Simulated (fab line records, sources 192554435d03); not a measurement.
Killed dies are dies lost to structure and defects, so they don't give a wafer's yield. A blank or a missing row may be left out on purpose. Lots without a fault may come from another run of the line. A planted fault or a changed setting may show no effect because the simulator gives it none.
Problem report in the 8D (eight disciplines) form, filled by code | flow n5_finfet | the parts of the form that need people (team, actions taken, sign-off) are left out

1. THE PROBLEM
bias_w at N5_BEOL_M5_TRENCH_ETCH_37 reads a mean of 193.5 W on 2 wafers of 2 lots; wafers without a fault read 185.0 W with a standard deviation of 0.56. That is +15 standard deviations from the usual mean.
The step: etches SiCOH lowk in C4F6/O2, target depth 71.652 nm, time 24.7 s.
First seen on wafer L208.4, day 11 23:32, on rie_diel-02. The record holds 32 wafers of 11 lots with a number at this step. Rule for "out", or "out of limits": more than 4 standard deviations from the usual mean. The other wafers with a number count as sound.

2. WHAT IT IS AND WHAT IT IS NOT
question                    | is                | is not
which readings at this step | bias_w            | drypump_motor_current_A, oes_product_au, showerhead_plenum_p_Torr, throttle_valve_pct
which lots                  | L208, L209        | L196, L197, L198, L199, L201, L213, L216, L218, L219
which wafers of those lots  | L208.4, L209.2    | L208.1, L208.3, L209.1, L209.5
read on which tools         | rie_diel-02       | rie_diel-04, rie_diel-06
when                        | from day 11 23:32 | up to then (16 sound wafers); but 14 sound wafers of L209, L213, L216, L218, L219 came after

3. SUSPECTS, AND WHAT RULES EACH OUT
Counting: a tool at a process step up to the reading stays a suspect if it ran every lot that is out. Sound lots after the first of them don't rule it out here, since some wafers of a struck lot are sound.
- rie_diel-02 at N5_BEOL_M5_TRENCH_ETCH_37 (etches SiCOH lowk in C4F6/O2, target depth 71.652 nm, time 24.7 s): kept. It ran every lot that is out, first L208 (day 11 23:32); its last sound lot up to then is L198 (day 8 20:08). Its own readings are out on those wafers: bias_w.
- Within rie_diel-02 at N5_BEOL_M5_TRENCH_ETCH_37: the wafers that are out ran in chamber 1; their sound lot-mates ran in chambers 0, 3.
Left after counting: rie_diel-02 at N5_BEOL_M5_TRENCH_ETCH_37.

4. THE CAUSE (what the simulator had put in)
Process parameter drift: rie_diel-02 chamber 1, from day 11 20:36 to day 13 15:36, at N5_BEOL_M5_TRENCH_ETCH_37. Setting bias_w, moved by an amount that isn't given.
Counting left only this tool.

5. THE CHAIN OF EFFECTS, in route order
Each row: a reading whose mean over the struck wafers that have a number lies more than 3 standard deviations from the usual. Only readings for which the record gives a usual standard deviation are gone through. hours: the time from each lot's start at the first step in this table that gives one to its start at this step, as a median over the lots. sigmas: the change in usual standard deviations.
hours | step                      | reading  | usual   | on struck wafers | change | sigmas
0     | N5_BEOL_M5_TRENCH_ETCH_37 | bias_w   | 185.0 W | 193.5            | +8.5   | +15
0     | N5_BEOL_M5_TRENCH_ETCH_37 | rf_vpp_V | 676 V   | 738              | +62    | +3.3
The process steps in it:
- N5_BEOL_M5_TRENCH_ETCH_37: etches SiCOH lowk in C4F6/O2, target depth 71.652 nm, time 24.7 s.

6. WHAT WOULD HAVE CAUGHT IT SOONER
In this record the first reading out of limits was taken at day 11 23:32, 3 hours after the fault began at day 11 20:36.
